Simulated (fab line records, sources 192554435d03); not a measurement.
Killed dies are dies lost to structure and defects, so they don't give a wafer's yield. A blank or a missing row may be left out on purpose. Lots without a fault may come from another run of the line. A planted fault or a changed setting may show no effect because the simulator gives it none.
Split-lot experiment | flow n5_finfet | 7 lots, 39 wafers read, on a route of 1938 steps

THE SPLIT
At N5_MOL_CONTACT_COAG_ETCHBACK_135 (etches SiO2 in CHF3, target depth 25 nm, time 16.7 s), the setting time_s was moved away from the recipe's 16.7 s on 12 of the 39 wafers read, by -28.2% to +34.3%. The other wafers ran this setting at the recipe's value.

FROM THE SPLIT TO THE READING: what the file shows between them, 1 step
- N5_MOL_CONTACT_COAG_STRIP_118: strips in CHF3

THE READING
SOC_of_MOL_CONTACT_COAG_COAT_75.thk_nm (the simulator's own value, which no gauge read), in nm, at N5_MOL_CONTACT_COAG_VIA_ETCH_46 (etches SiO2 in C4F6/O2, target depth 46 nm, overetch 9.2 nm, time 40 s). The file gives no usual value for it. The 27 wafers here that ran the recipe average 50.7 nm, standard deviation 0.27 nm.

wafer  | tool, chamber at the split | time_s as run, s | against the recipe | SOC_of_MOL_CONTACT_COAG_COAT_75.thk_nm, nm | against lot-mates on the recipe
L075.1 | rie_diel-03, 0,1,3         | 16.7             | recipe             | 50.6                                       | -
L075.2 | rie_diel-03, 0,1,3         | 16.7             | recipe             | 50.8                                       | -
L075.4 | rie_diel-03, 0,1,3         | 16.7             | recipe             | 50.8                                       | -
L075.3 | rie_diel-03, 2,1           | 12.66            | -24.2%             | 51.6                                       | +0.9
L075.5 | rie_diel-03, 2,1           | 12.66            | -24.2%             | 51.6                                       | +0.9
L075.6 | rie_diel-03, 0             | 12.66            | -24.2%             | 51.6                                       | +0.9
L079.1 | rie_diel-03, 2             | 22.42            | +34.3%             | 49.4                                       | -1.0
L079.2 | rie_diel-03, 3,1           | 16.7             | recipe             | 50.4                                       | -
L079.3 | rie_diel-03, 0             | 16.7             | recipe             | 50.4                                       | -
L079.4 | rie_diel-03, 3,1           | 16.7             | recipe             | 50.4                                       | -
L079.5 | rie_diel-03, 2,3           | 22.42            | +34.3%             | 49.8                                       | -0.6
L079.6 | rie_diel-03, 2,3           | 22.42            | +34.3%             | 49.6                                       | -0.8
L082.1 | rie_diel-01, 2             | 16.7             | recipe             | 50.8                                       | -
L082.5 | rie_diel-01, 3,0,2,3       | 16.7             | recipe             | 50.8                                       | -
L082.2 | rie_diel-01, 3,0,2,3       | 16.7             | recipe             | 51.2                                       | -
L082.4 | rie_diel-01, 3,0,2,3       | 16.7             | recipe             | 51.2                                       | -
L082.3 | rie_diel-01, 1             | 16.7             | recipe             | 51.4                                       | -
L082.6 | rie_diel-01, 3,0,2,3       | 16.7             | recipe             | 51                                         | -
L084.4 | rie_diel-01, 1             | 16.7             | recipe             | 50.8                                       | -
L084.5 | rie_diel-01, 3,2           | 16.7             | recipe             | 50.6                                       | -
L084.6 | rie_diel-01, 3,2           | 16.7             | recipe             | 50.6                                       | -
L085.1 | rie_diel-01, 3,1           | 11.99            | -28.2%             | 51.6                                       | +0.9
L085.2 | rie_diel-01, 3,1           | 11.99            | -28.2%             | 51.6                                       | +0.9
L085.3 | rie_diel-01, 2             | 11.99            | -28.2%             | 51.2                                       | +0.5
L085.4 | rie_diel-01, 1             | 16.7             | recipe             | 51                                         | -
L085.5 | rie_diel-01, 3,2           | 16.7             | recipe             | 50.6                                       | -
L085.6 | rie_diel-01, 3,2           | 16.7             | recipe             | 50.6                                       | -
L087.1 | rie_diel-01, 1,2           | 16.7             | recipe             | 50.8                                       | -
L087.2 | rie_diel-01, 2,1           | 12.77            | -23.5%             | 51                                         | +0.5
L087.3 | rie_diel-01, 0             | 12.77            | -23.5%             | 51.2                                       | +0.7
L087.4 | rie_diel-01, 3             | 16.7             | recipe             | 50.4                                       | -
L087.5 | rie_diel-01, 1,2           | 16.7             | recipe             | 50.4                                       | -
L087.6 | rie_diel-01, 2,1           | 12.77            | -23.5%             | 51.4                                       | +0.9
L096.1 | rie_diel-03, 1,0,2         | 16.7             | recipe             | 50.8                                       | -
L096.2 | rie_diel-03, 1,0,2         | 16.7             | recipe             | 50.8                                       | -
L096.4 | rie_diel-03, 1,0,2         | 16.7             | recipe             | 50.8                                       | -
L096.3 | rie_diel-03, 3,3,0         | 16.7             | recipe             | 50.4                                       | -
L096.5 | rie_diel-03, 3,3,0         | 16.7             | recipe             | 50.4                                       | -
L096.6 | rie_diel-03, 3,3,0         | 16.7             | recipe             | 50.6                                       | -
Where a row lists several chambers, the file gives one row for several wafers and doesn't say which wafer went through which chamber.

THE FIT
A straight line over all 39 wafers: SOC_of_MOL_CONTACT_COAG_COAT_75.thk_nm changes by -0.0299 nm for each +1% of time_s; r = -0.87; the points scatter about the line by 0.26 nm.
The same after taking each lot's own level away (the mean of its wafers on the recipe; 39 wafers): -0.0269 nm for each +1%; r = -0.92; scatter 0.18 nm.
On that fit, the largest move of time_s shifts the reading by 0.92 nm.
The lots' own levels span 50.40 to 51.07 nm, that is 2.5 times the standard deviation above.
So the lot-to-lot level changes the slope: the two fits differ.
Check: with one of the wafers moved furthest among these (+34.3%) left out of the fit, the line predicts -0.872 nm for it against its lot-mates. It came out at -1 nm against them.

OTHER SPLITS ON THESE WAFERS
These wafers also went through other splits before the reading. Each is held against what the fit with the lots' levels taken away leaves over:
other split on the same wafers          | wafers away from the commonest value | r with SOC_of_MOL_CONTACT_COAG_COAT_75.thk_nm (lot level and that fit taken away)
N5_FIN_SAQP_SPACER2_ALD_28 target_thk_a | 9                                    | +0.11
N5_SD_EPI_N_ETCH_45 target_depth_a      | 15                                   | +0.13
N5_GATE_CUT_DESCUM_18 time_s            | 15                                   | +0.13

THE WHOLE CHAIN: every reading that the file lists as answering this split, in the file's order
step                             | what it does                                                           | reading                                                                                 | change (the file's fit)                | r (the file's)
N5_MOL_CONTACT_COAG_ETCHBACK_135 | etches SiO2 in CHF3, target depth 25 nm, time 16.7 s                   | SOC_of_MOL_CONTACT_COAG_COAT_75.thk_nm (the simulator's own value, which no gauge read) | -0.0279 nm for each +1% of the setting | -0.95
N5_MOL_CONTACT_COAG_VIA_ETCH_46  | etches SiO2 in C4F6/O2, target depth 46 nm, overetch 9.2 nm, time 40 s | SOC_of_MOL_CONTACT_COAG_COAT_75.thk_nm (the simulator's own value, which no gauge read) | -0.0273 nm for each +1% of the setting | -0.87

THE FILE'S OWN FIT
SOC_of_MOL_CONTACT_COAG_COAT_75.thk_nm changes by -0.0273 nm for each +1% of time_s, r = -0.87.
